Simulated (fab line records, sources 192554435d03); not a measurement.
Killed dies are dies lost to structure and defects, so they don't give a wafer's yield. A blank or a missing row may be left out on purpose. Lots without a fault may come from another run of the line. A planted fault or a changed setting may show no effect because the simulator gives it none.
Which tool did it? | flow n5_finfet | 22 lots, 66 wafers sampled, at 6 steps of a route of 1938

WHAT THE GAUGES READ, wafer by wafer
The record holds no reading of a measuring or inspecting step that can be judged against a usual standard deviation.

WHICH TOOL RAN EACH LOT (tool, then ch and the chambers of the sampled wafers, then the start)
lot  | N5_MOL_CONTACT_COAG_DESCUM_45      | N5_MOL_CONTACT_COAG_ALD_133       | N5_BEOL_M0_SAQP_PECVD_97       | N5_BEOL_M0_SAQP_HM_DEP_111      | N5_BEOL_M0_SAQP_SPACER1_ETCHBACK_99 | N5_BEOL_M0_SAQP_MANDREL1_REMOVE_100
L074 | rie_diel-02 ch 1,2,3, day 5 06:22  | ald_sin-04 ch 1,3, day 5 06:30    | pecvd-02 ch 1,2, day 5 15:39   | pecvd-03 ch 0,1,2, day 5 15:49  | rie_diel-04 ch 1,3, day 5 17:44     | rie_si-05 ch 0,3, day 5 17:49
L075 | rie_diel-02 ch 0,1,2, day 5 14:59  | ald_sin-03 ch 0,2,3, day 5 15:07  | pecvd-01 ch 0,1,2, day 5 20:13 | pecvd-02 ch 0,1,2, day 5 20:23  | rie_diel-04 ch 0,1,3, day 5 22:56   | rie_si-05 ch 0,2,3, day 5 23:02
L076 | rie_diel-03 ch 0,1,3, day 5 18:39  | ald_sin-03 ch 1,3, day 5 18:47    | pecvd-02 ch 0,1,2, day 6 00:18 | pecvd-03 ch 0,1, day 6 00:28    | rie_diel-04 ch 0,2, day 6 02:34     | rie_si-01 ch 1,2, day 6 02:39
L077 | rie_diel-02 ch 0,2, day 6 00:31    | ald_sin-04 ch 1,2, day 6 00:39    | pecvd-03 ch 1,2, day 6 05:45   | pecvd-02 ch 0,2, day 6 05:55    | rie_diel-05 ch 0,1,2, day 6 07:56   | rie_si-01 ch 1,2,3, day 6 08:01
L078 | rie_diel-03 ch 0,1,3, day 6 01:22  | ald_sin-04 ch 0,2, day 6 01:30    | pecvd-01 ch 0,1, day 6 09:28   | pecvd-03 ch 1,2, day 6 09:38    | rie_diel-05 ch 0,1,2, day 6 12:05   | rie_si-01 ch 1,2, day 6 12:11
L079 | rie_diel-03 ch 2,3, day 6 11:05    | ald_sin-02 ch 0,2,3, day 6 11:23  | pecvd-03 ch 0,2, day 6 16:58   | pecvd-02 ch 0,1,2, day 6 17:09  | rie_diel-05 ch 0,1,3, day 6 19:04   | rie_si-01 ch 2,3, day 6 19:09
L080 | rie_diel-03 ch 1,3, day 6 14:27    | ald_sin-04 ch 0,1, day 6 14:35    | pecvd-03 ch 0,1, day 6 20:31   | pecvd-01 ch 0,1,2, day 6 20:41  | rie_diel-04 ch 0,3, day 6 22:35     | rie_si-01 ch 0,3, day 6 22:40
L081 | rie_diel-06 ch 0,1,2, day 6 19:47  | ald_sin-03 ch 0,2,3, day 6 19:55  | pecvd-01 ch 0,1, day 7 01:43   | pecvd-02 ch 0,2, day 7 01:53    | rie_diel-01 ch 0,1,2, day 7 03:44   | rie_si-01 ch 0,1,2, day 7 03:50
L083 | rie_diel-06 ch 0,1, day 7 10:18    | ald_sin-03 ch 1,2, day 7 10:26    | pecvd-01 ch 0,1,2, day 7 17:02 | pecvd-03 ch 0,1,2, day 7 17:13  | rie_diel-04 ch 0,1,3, day 7 20:37   | rie_si-05 ch 1,2,3, day 7 20:42
L084 | rie_diel-02 ch 1,2,3, day 7 18:47  | ald_sin-03 ch 1,3, day 7 19:00    | pecvd-03 ch 0,1, day 8 00:56   | pecvd-02 ch 1,2, day 8 01:06    | rie_diel-04 ch 1,3, day 8 03:05     | rie_si-05 ch 2,3, day 8 03:10
L086 | rie_diel-02 ch 0,1,2, day 8 10:02  | ald_sin-04 ch 0,2,3, day 8 10:48  | pecvd-03 ch 0,2, day 8 16:45   | pecvd-02 ch 0,2, day 8 16:55    | rie_diel-05 ch 0,1,2, day 8 20:59   | rie_si-06 ch 0,1,3, day 8 21:04
L087 | rie_diel-03 ch 0,2,3, day 8 16:38  | ald_sin-02 ch 0,1,2, day 8 16:46  | pecvd-02 ch 0,1,2, day 8 22:47 | pecvd-01 ch 0,1,2, day 8 22:58  | rie_diel-04 ch 0,1,3, day 9 00:44   | rie_si-01 ch 0,1,3, day 9 00:49
L088 | rie_diel-03 ch 0,3, day 8 18:28    | ald_sin-02 ch 0,2, day 8 18:41    | pecvd-01 ch 0,1, day 9 01:55   | pecvd-02 ch 1,2, day 9 02:05    | rie_diel-05 ch 0,1,2, day 9 03:52   | rie_si-05 ch 2,3, day 9 03:57
L089 | rie_diel-03 ch 2,3, day 9 02:07    | ald_sin-03 ch 0,1, day 9 02:41    | pecvd-02 ch 0,1, day 9 08:47   | pecvd-03 ch 0,1, day 9 08:58    | rie_diel-05 ch 0,1, day 9 11:17     | rie_si-01 ch 0,3, day 9 11:23
L090 | rie_diel-03 ch 1,2, day 9 02:19    | ald_sin-02 ch 0,2, day 9 02:42    | pecvd-03 ch 1, day 9 11:26     | pecvd-01 ch 0,1, day 9 11:48    | rie_diel-05 ch 1,2,3, day 9 15:48   | rie_si-05 ch 0,2, day 9 15:53
L091 | rie_diel-03 ch 0,1,2, day 9 09:50  | ald_sin-03 ch 0,3, day 9 09:59    | pecvd-03 ch 1, day 9 15:46     | pecvd-02 ch 0,1,2, day 9 16:08  | rie_diel-04 ch 0,2, day 9 18:50     | rie_si-05 ch 0,1,3, day 9 18:55
L092 | rie_diel-02 ch 0,2,3, day 9 20:20  | ald_sin-02 ch 1,3, day 9 20:46    | pecvd-01 ch 0,2, day 10 02:20  | pecvd-01 ch 0,2, day 10 02:31   | rie_diel-05 ch 1,2,3, day 10 04:25  | rie_si-06 ch 2,3, day 10 04:30
L093 | rie_diel-06 ch 0,3, day 9 20:52    | ald_sin-02 ch 0,1,2, day 9 21:27  | pecvd-03 ch 0,1, day 10 05:37  | pecvd-02 ch 0,1, day 10 05:49   | rie_diel-01 ch 2,3, day 10 08:38    | rie_si-06 ch 0,1,3, day 10 08:44
L094 | rie_diel-06 ch 2,3, day 10 01:39   | ald_sin-04 ch 0,1,2, day 10 01:47 | pecvd-01 ch 0,1, day 10 08:48  | pecvd-02 ch 0,2, day 10 08:58   | rie_diel-05 ch 0,2,3, day 10 11:10  | rie_si-06 ch 1,2, day 10 11:15
L095 | rie_diel-03 ch 1,3, day 10 11:02   | ald_sin-02 ch 0,2, day 10 11:10   | pecvd-03 ch 1,2, day 10 20:49  | pecvd-02 ch 0,2, day 10 20:59   | rie_diel-04 ch 1,2,3, day 10 22:51  | rie_si-06 ch 0,1,2, day 10 22:56
L096 | rie_diel-03 ch 1,3, day 10 18:19   | ald_sin-03 ch 1,2, day 10 18:31   | pecvd-01 ch 0,2, day 10 23:50  | pecvd-03 ch 0,1,2, day 11 00:01 | rie_diel-05 ch 0,1,3, day 11 01:47  | rie_si-06 ch 1,2, day 11 01:52
L097 | rie_diel-03 ch 1,2,3, day 10 20:40 | ald_sin-04 ch 0,1,2, day 10 20:48 | pecvd-02 ch 0,1, day 11 02:50  | pecvd-01 ch 0,2, day 11 03:01   | rie_diel-05 ch 0,1,2, day 11 05:37  | rie_si-05 ch 0,1,2, day 11 05:43
- N5_MOL_CONTACT_COAG_DESCUM_45: chemistry O2, time 7 s.
- N5_MOL_CONTACT_COAG_ALD_133: deposits SiO2, target thk 5 nm, pulse time 1 s, co reactant pulse time 1 s.
- N5_BEOL_M0_SAQP_PECVD_97: deposits SiNx from SiH4/NH3/N2, target thk 23 nm, time 19.9 s.
- N5_BEOL_M0_SAQP_HM_DEP_111: deposits SiO2 from SiH4/N2O, target thk 12 nm, time 7.2 s.
- N5_BEOL_M0_SAQP_SPACER1_ETCHBACK_99: etches SiO2 in CHF3/O2, target depth 15.4 nm, time 7.7 s.
- N5_BEOL_M0_SAQP_MANDREL1_REMOVE_100: chemistry HBr/Cl2/O2, target a-Si, stops on SiNx, bt time 10 s.

WHAT THE TOOLS THEMSELVES READ (means of the sampled wafers that have a number; where no wafer has one, the mark that the record gives instead)
N5_MOL_CONTACT_COAG_DESCUM_45. Usual: chamber_pressure_mTorr 20.000 mTorr, standard deviation 0.019; drypump_motor_current_A 5.6 A, standard deviation 0.31; oes_product_au 0.78 a.u., standard deviation 0.082; rf_vpp_V 242.8 V, standard deviation 1.3; showerhead_plenum_p_Torr 2.06 Torr, standard deviation 0.053; throttle_valve_pct 20.39 %, standard deviation 0.23.
lot  | tool        | chamber_pressure_mTorr (mTorr) | drypump_motor_current_A (A) | oes_product_au (a.u.) | rf_vpp_V (V) | showerhead_plenum_p_Torr (Torr) | throttle_valve_pct (%) | flag
L074 | rie_diel-02 | 20.000                         | 5.6                         | 0.74                  | 242.5        | 2.05                            | 20.70                  |
L075 | rie_diel-02 | 20.007                         | 5.5                         | 0.74                  | 241.8        | 2.02                            | 20.60                  |
L076 | rie_diel-03 | 19.998                         | 5.4                         | 0.76                  | 242.9        | 2.09                            | 20.27                  |
L077 | rie_diel-02 | 19.977                         | 5.7                         | 0.73                  | 242.2        | 2.00                            | 20.47                  |
L078 | rie_diel-03 | 20.000                         | 5.4                         | 0.75                  | 243.2        | 2.09                            | 20.28                  |
L079 | rie_diel-03 | 19.996                         | 5.8                         | 0.82                  | 243.8        | 2.07                            | 20.08                  |
L080 | rie_diel-03 | 19.985                         | 5.7                         | 0.77                  | 243.5        | 2.05                            | 20.20                  |
L081 | rie_diel-06 | 19.993                         | 5.7                         | 0.89                  | 242.6        | 2.10                            | 20.25                  |
L083 | rie_diel-06 | 19.990                         | 5.8                         | 0.89                  | 243.0        | 2.07                            | 20.20                  |
L084 | rie_diel-02 | 20.001                         | 5.5                         | 0.81                  | 242.4        | 2.04                            | 20.60                  |
L086 | rie_diel-02 | 20.007                         | 5.5                         | 0.72                  | 242.3        | 2.01                            | 20.64                  |
L087 | rie_diel-03 | 20.008                         | 5.6                         | 0.77                  | 243.2        | 2.11                            | 20.20                  |
L088 | rie_diel-03 | 19.993                         | 5.6                         | 0.72                  | 243.7        | 2.08                            | 20.18                  |
L089 | rie_diel-03 | 20.002                         | 5.8                         | 0.83                  | 244.3        | 2.09                            | 20.15                  |
L090 | rie_diel-03 | 19.996                         | 5.4                         | 0.83                  | 242.5        | 2.07                            | 20.39                  |
L091 | rie_diel-03 | 20.008                         | 5.3                         | 0.79                  | 242.5        | 2.10                            | 20.35                  |
L092 | rie_diel-02 | 19.997                         | 5.7                         | 0.77                  | 242.2        | 2.01                            | 20.48                  |
L093 | rie_diel-06 | 19.986                         | 6.0                         | 0.79                  | 242.4        | 2.01                            | 20.35                  |
L094 | rie_diel-06 | 19.997                         | 5.8                         | 0.74                  | 242.6        | 2.02                            | 20.57                  |
L095 | rie_diel-03 | 20.023                         | 5.7                         | 0.74                  | 242.4        | 2.04                            | 20.25                  |
L096 | rie_diel-03 | 20.004                         | 5.7                         | 0.74                  | 242.4        | 2.04                            | 20.25                  |
L097 | rie_diel-03 | 19.983                         | 5.6                         | 0.79                  | 242.8        | 2.06                            | 20.29                  |

N5_MOL_CONTACT_COAG_ALD_133. Usual: heater_power_w 78 W, standard deviation 7.8; precursor_pulse_height_rel 0.997, standard deviation 0.02.
lot  | tool       | heater_power_w (W) | precursor_pulse_height_rel | flag
L074 | ald_sin-04 | 75                 | 1.002                      |
L075 | ald_sin-03 | 79                 | 1.005                      |
L076 | ald_sin-03 | 78                 | 0.983                      |
L077 | ald_sin-04 | 78                 | 1.001                      |
L078 | ald_sin-04 | 76                 | 0.984                      |
L079 | ald_sin-02 | 89                 | 1.010                      |
L080 | ald_sin-04 | 76                 | 0.996                      |
L081 | ald_sin-03 | 80                 | 0.987                      |
L083 | ald_sin-03 | 72                 | 1.003                      |
L084 | ald_sin-03 | 78                 | 0.987                      |
L086 | ald_sin-04 | 77                 | 0.990                      |
L087 | ald_sin-02 | 77                 | 0.992                      |
L088 | ald_sin-02 | 81                 | 0.990                      |
L089 | ald_sin-03 | 74                 | 0.994                      |
L090 | ald_sin-02 | 82                 | 1.004                      |
L091 | ald_sin-03 | 81                 | 0.986                      |
L092 | ald_sin-02 | 91                 | 1.011                      |
L093 | ald_sin-02 | 77                 | 0.994                      |
L094 | ald_sin-04 | 77                 | 0.984                      |
L095 | ald_sin-02 | 81                 | 0.998                      |
L096 | ald_sin-03 | 70                 | 1.002                      |
L097 | ald_sin-04 | 76                 | 0.979                      |

N5_BEOL_M0_SAQP_PECVD_97. Usual: heater_power_w 544 W, standard deviation 72; showerhead_plenum_p_Torr 5.16 Torr, standard deviation 0.074; showerhead_vpp_V 1064 V, standard deviation 37; throttle_valve_pct 41.2 %, standard deviation 2.1.
lot  | tool     | heater_power_w (W) | showerhead_plenum_p_Torr (Torr) | showerhead_vpp_V (V) | throttle_valve_pct (%) | flag
L074 | pecvd-02 | 567                | 5.07                            | 1037                 | 40.4                   |
L075 | pecvd-01 | 576                | 5.23                            | 1094                 | 41.7                   |
L076 | pecvd-02 | 570                | 5.08                            | 1042                 | 39.9                   |
L077 | pecvd-03 | 464                | 5.17                            | 1063                 | 42.3                   |
L078 | pecvd-01 | 602                | 5.27                            | 1116                 | 42.4                   |
L079 | pecvd-03 | 523                | 5.14                            | 1090                 | 40.2                   |
L080 | pecvd-03 | 543                | 5.19                            | 1048                 | 42.0                   |
L081 | pecvd-01 | 581                | 5.27                            | 1110                 | 42.6                   |
L083 | pecvd-01 | 564                | 5.25                            | 1082                 | 41.8                   |
L084 | pecvd-03 | 522                | 5.18                            | 1038                 | 42.0                   |
L086 | pecvd-03 | 590                | 5.14                            | 1068                 | 40.0                   |
L087 | pecvd-02 | 570                | 5.08                            | 1040                 | 39.9                   |
L088 | pecvd-01 | 557                | 5.27                            | 1103                 | 42.4                   |
L089 | pecvd-02 | 612                | 5.10                            | 1067                 | 41.3                   |
L090 | pecvd-03 | 482                | 5.20                            | 1029                 | 43.4                   |
L091 | pecvd-03 | 476                | 5.21                            | 1037                 | 43.5                   |
L092 | pecvd-01 | 535                | 5.27                            | 1116                 | 43.1                   |
L093 | pecvd-03 | 500                | 5.18                            | 1040                 | 42.1                   |
L094 | pecvd-01 | 562                | 5.24                            | 1078                 | 41.1                   |
L095 | pecvd-03 | 491                | 5.17                            | 1061                 | 41.3                   |
L096 | pecvd-01 | 573                | 5.24                            | 1113                 | 42.5                   |
L097 | pecvd-02 | 593                | 5.10                            | 1049                 | 42.0                   |

N5_BEOL_M0_SAQP_HM_DEP_111. Usual: heater_power_w 772 W, standard deviation 95; showerhead_plenum_p_Torr 8.13 Torr, standard deviation 0.15; showerhead_vpp_V 1013 V, standard deviation 34.
lot  | tool     | heater_power_w (W) | showerhead_plenum_p_Torr (Torr) | showerhead_vpp_V (V) | flag
L074 | pecvd-03 | 715                | 8.19                            | 1025                 |
L075 | pecvd-02 | 772                | 8.03                            | 1008                 |
L076 | pecvd-03 | 787                | 8.17                            | 1001                 |
L077 | pecvd-02 | 644                | 7.97                            | 986                  |
L078 | pecvd-03 | 711                | 8.21                            | 1014                 |
L079 | pecvd-02 | 806                | 8.01                            | 997                  |
L080 | pecvd-01 | 792                | 8.35                            | 1037                 |
L081 | pecvd-02 | 798                | 8.04                            | 998                  |
L083 | pecvd-03 | 736                | 8.17                            | 1027                 |
L084 | pecvd-02 | 804                | 8.01                            | 984                  |
L086 | pecvd-02 | 714                | 8.03                            | 991                  |
L087 | pecvd-01 | 763                | 8.35                            | 1028                 |
L088 | pecvd-02 | 841                | 8.01                            | 991                  |
L089 | pecvd-03 | 773                | 8.23                            | 998                  |
L090 | pecvd-01 | 801                | 8.33                            | 1038                 |
L091 | pecvd-02 | 770                | 8.02                            | 994                  |
L092 | pecvd-01 | 763                | 8.40                            | 1078                 |
L093 | pecvd-02 | 846                | 8.06                            | 1015                 |
L094 | pecvd-02 | 726                | 8.03                            | 995                  |
L095 | pecvd-02 | 727                | 8.02                            | 999                  |
L096 | pecvd-03 | 790                | 8.18                            | 1022                 |
L097 | pecvd-01 | 754                | 8.34                            | 1059                 |

N5_BEOL_M0_SAQP_SPACER1_ETCHBACK_99. Usual: CHF3_flow_sccm 49.99 sccm, standard deviation 0.15; chamber_pressure_mTorr 30.001 mTorr, standard deviation 0.028; drypump_motor_current_A 5.6 A, standard deviation 0.38; oes_product_au 0.81 a.u., standard deviation 0.082; rf_vpp_V 525 V, standard deviation 11; showerhead_plenum_p_Torr 2.47 Torr, standard deviation 0.035; throttle_valve_pct 18.74 %, standard deviation 0.2.
lot  | tool        | CHF3_flow_sccm (sccm) | chamber_pressure_mTorr (mTorr) | drypump_motor_current_A (A) | oes_product_au (a.u.) | rf_vpp_V (V) | showerhead_plenum_p_Torr (Torr) | throttle_valve_pct (%) | flag
L074 | rie_diel-04 | 49.95                 | 29.987                         | 5.7                         | 0.81                  | 541          | 2.47                            | 18.57                  |
L075 | rie_diel-04 | 50.04                 | 30.013                         | 5.5                         | 0.79                  | 533          | 2.49                            | 18.68                  |
L076 | rie_diel-04 | 49.81                 | 29.980                         | 5.6                         | 0.73                  | 518          | 2.49                            | 19.00                  |
L077 | rie_diel-05 | 49.92                 | 30.010                         | 5.4                         | 0.86                  | 525          | 2.48                            | 18.69                  |
L078 | rie_diel-05 | 50.10                 | 30.010                         | 5.4                         | 0.86                  | 524          | 2.48                            | 18.70                  |
L079 | rie_diel-05 | 50.03                 | 29.995                         | 5.5                         | 0.77                  | 516          | 2.50                            | 18.84                  |
L080 | rie_diel-04 | 49.94                 | 29.990                         | 5.9                         | 0.80                  | 537          | 2.47                            | 18.69                  |
L081 | rie_diel-01 | 50.01                 | 29.991                         | 5.7                         | 0.81                  | 523          | 2.43                            | 18.95                  |
L083 | rie_diel-04 | 50.07                 | 30.004                         | 5.5                         | 0.77                  | 533          | 2.48                            | 18.71                  |
L084 | rie_diel-04 | 50.07                 | 30.011                         | 5.4                         | 0.77                  | 537          | 2.47                            | 18.59                  |
L086 | rie_diel-05 | 49.90                 | 30.003                         | 5.4                         | 0.82                  | 524          | 2.47                            | 18.74                  |
L087 | rie_diel-04 | 49.80                 | 29.980                         | 5.5                         | 0.77                  | 534          | 2.48                            | 18.72                  |
L088 | rie_diel-05 | 50.06                 | 29.986                         | 5.4                         | 0.83                  | 524          | 2.47                            | 18.74                  |
L089 | rie_diel-05 | 50.09                 | 30.011                         | 5.4                         | 0.81                  | 515          | 2.48                            | 18.84                  |
L090 | rie_diel-05 | 50.04                 | 30.020                         | 5.7                         | 0.87                  | 525          | 2.47                            | 18.60                  |
L091 | rie_diel-04 | 50.21                 | 30.012                         | 5.8                         | 0.89                  | 516          | 2.47                            | 18.90                  |
L092 | rie_diel-05 | 50.02                 | 30.015                         | 5.7                         | 0.87                  | 525          | 2.46                            | 18.61                  |
L093 | rie_diel-01 | 49.99                 | 29.997                         | 5.9                         | 0.89                  | 519          | 2.37                            | 18.93                  |
L094 | rie_diel-05 | 49.96                 | 30.017                         | 5.5                         | 0.81                  | 525          | 2.47                            | 18.64                  |
L095 | rie_diel-04 | 49.93                 | 29.984                         | 5.7                         | 0.82                  | 530          | 2.46                            | 18.71                  |
L096 | rie_diel-05 | 49.99                 | 29.986                         | 5.5                         | 0.80                  | 517          | 2.48                            | 18.74                  |
L097 | rie_diel-05 | 49.95                 | 29.985                         | 5.4                         | 0.80                  | 524          | 2.46                            | 18.77                  |

N5_BEOL_M0_SAQP_MANDREL1_REMOVE_100. Usual: chamber_pressure_mTorr 9.999 mTorr, standard deviation 0.011; drypump_motor_current_A 5.7 A, standard deviation 0.31; oes_product_au 1.002 a.u., standard deviation 0.019; throttle_valve_pct 36.5 %, standard deviation 0.45.
lot  | tool      | chamber_pressure_mTorr (mTorr) | drypump_motor_current_A (A) | oes_product_au (a.u.) | throttle_valve_pct (%) | flag
L074 | rie_si-05 | 9.999                          | 5.2                         | 1.007                 | 36.9                   |
L075 | rie_si-05 | 9.999                          | 5.4                         | 1.002                 | 36.5                   |
L076 | rie_si-01 | 9.986                          | 5.8                         | 0.976                 | 36.5                   |
L077 | rie_si-01 | 10.000                         | 5.8                         | 0.999                 | 36.4                   |
L078 | rie_si-01 | 9.993                          | 5.9                         | 0.996                 | 36.1                   |
L079 | rie_si-01 | 9.998                          | 5.8                         | 0.999                 | 36.7                   |
L080 | rie_si-01 | 9.992                          | 5.7                         | 1.020                 | 36.7                   |
L081 | rie_si-01 | 9.993                          | 5.6                         | 0.997                 | 36.4                   |
L083 | rie_si-05 | 9.998                          | 5.5                         | 0.993                 | 36.6                   |
L084 | rie_si-05 | 9.996                          | 5.2                         | 0.992                 | 36.9                   |
L086 | rie_si-06 | 9.997                          | 5.8                         | 1.007                 | 36.5                   |
L087 | rie_si-01 | 10.003                         | 5.7                         | 1.011                 | 36.4                   |
L088 | rie_si-05 | 9.996                          | 5.3                         | 1.010                 | 36.5                   |
L089 | rie_si-01 | 10.002                         | 5.7                         | 1.019                 | 36.7                   |
L090 | rie_si-05 | 9.999                          | 5.6                         | 1.008                 | 36.1                   |
L091 | rie_si-05 | 10.002                         | 5.5                         | 1.002                 | 36.6                   |
L092 | rie_si-06 | 9.997                          | 5.7                         | 1.006                 | 36.9                   |
L093 | rie_si-06 | 10.005                         | 5.8                         | 1.004                 | 36.5                   |
L094 | rie_si-06 | 9.998                          | 6.0                         | 0.977                 | 37.0                   |
L095 | rie_si-06 | 9.998                          | 5.9                         | 0.996                 | 36.8                   |
L096 | rie_si-06 | 10.002                         | 6.0                         | 0.989                 | 37.0                   |
L097 | rie_si-05 | 10.006                         | 5.7                         | 1.010                 | 36.2                   |

THE ANSWER, worked out from the rows above alone
Rule: a lot is off if the mean of its wafers that have a number lies more than 3 standard deviations from the usual mean. A lot without any number at a reading at which 4 lots or more have one is off too. The other lots that the step has rows for count as sound. The gauges are gone through in route order, then the tools' own readings, and for those a lot's mean is taken as printed above. The first step at which some lot is off is used, and at that step the reading that is off furthest; a lot without a number counts as furthest.
No lot is off at any reading shown: from this, nothing can be told.

WHAT THE SIMULATOR HAD PUT IN
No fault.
